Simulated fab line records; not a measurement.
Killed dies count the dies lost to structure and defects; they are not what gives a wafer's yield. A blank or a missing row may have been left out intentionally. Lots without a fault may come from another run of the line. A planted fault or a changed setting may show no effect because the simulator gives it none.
Which tool did it? | flow nand_harc | 11 lots, 33 wafers sampled, at 2 steps of a route of 1159

## WHAT THE GAUGES READ, wafer by wafer
NHARC_P_BONDPAD_THK_MEAS_33: measures by ellipsometry.
lot  | measured     | on            | thk_nm (nm)
L075 | day 7 00:29  | film_metro-02 | 198.4 197.4 200.5
L079 | day 7 16:55  | film_metro-01 | 200.3 200.7 200.9
L080 | day 7 18:17  | film_metro-01 | 200.3 199.8 199.0
L083 | day 8 11:10  | film_metro-01 | 199.0 199.0 198.6
L085 | day 9 01:18  | film_metro-02 | 200.9 199.9 201.2
L086 | day 9 14:34  | film_metro-01 | 202.3 200.1 199.4
L087 | day 9 15:20  | film_metro-01 | 200.1 196.7 199.3
L090 | day 10 07:45 | film_metro-01 | 199.1 198.9 199.5
L091 | day 10 17:29 | film_metro-02 | 198.0 200.5 200.2
L094 | day 11 08:50 | film_metro-01 | 200.8 200.0 199.1
L097 | day 11 18:32 | film_metro-02 | 202.1 201.7 201.0

## WHAT TOOL EACH LOT RAN ON (gives the tool, then ch and the chambers of the sampled wafers, and finally the start)
lot  | NHARC_P_BONDPAD_DEP_00
L075 | pecvd-04 ch 0,1,2, day 7 00:29 or earlier
L079 | pecvd-03 ch 1,2, day 7 16:14
L080 | pecvd-04 ch 0,1,2, day 7 18:17 or earlier
L083 | pecvd-03 ch 1,2, day 8 10:34
L085 | pecvd-03 ch 0,1, day 9 00:42
L086 | pecvd-02 ch 0,1,2, day 9 13:54
L087 | pecvd-03 ch 0,1, day 9 14:43
L090 | pecvd-04 ch 0,1,2, day 10 07:08
L091 | pecvd-02 ch 0,1,2, day 10 16:50
L094 | pecvd-03 ch 0,2, day 11 08:13
L097 | pecvd-03 ch 0,1, day 11 17:59
- NHARC_P_BONDPAD_DEP_00: deposits SiCN, target thk 250 nm.

## THE ANSWER, worked out from the rows above alone
Rule: the lots themselves supply what counts as usual. The widest of any qualifying gaps counts: lots, ordered by their means at a reading, are off when they make up no more than a third of the lots, leave a main group of 4 or more, and stand apart from it by 3 or more times the standard deviation of that group's means. A main group whose means are all the same, to the digits that the tables above print for the reading, isn't used. A lot without any number at a reading at which 4 lots or more have one is off too. Where the step has rows for the other lots, those lots are counted as sound.
No lot is off on any of the readings shown, so nothing can be concluded from this.

## WHAT WAS PUT IN BY THE SIMULATOR
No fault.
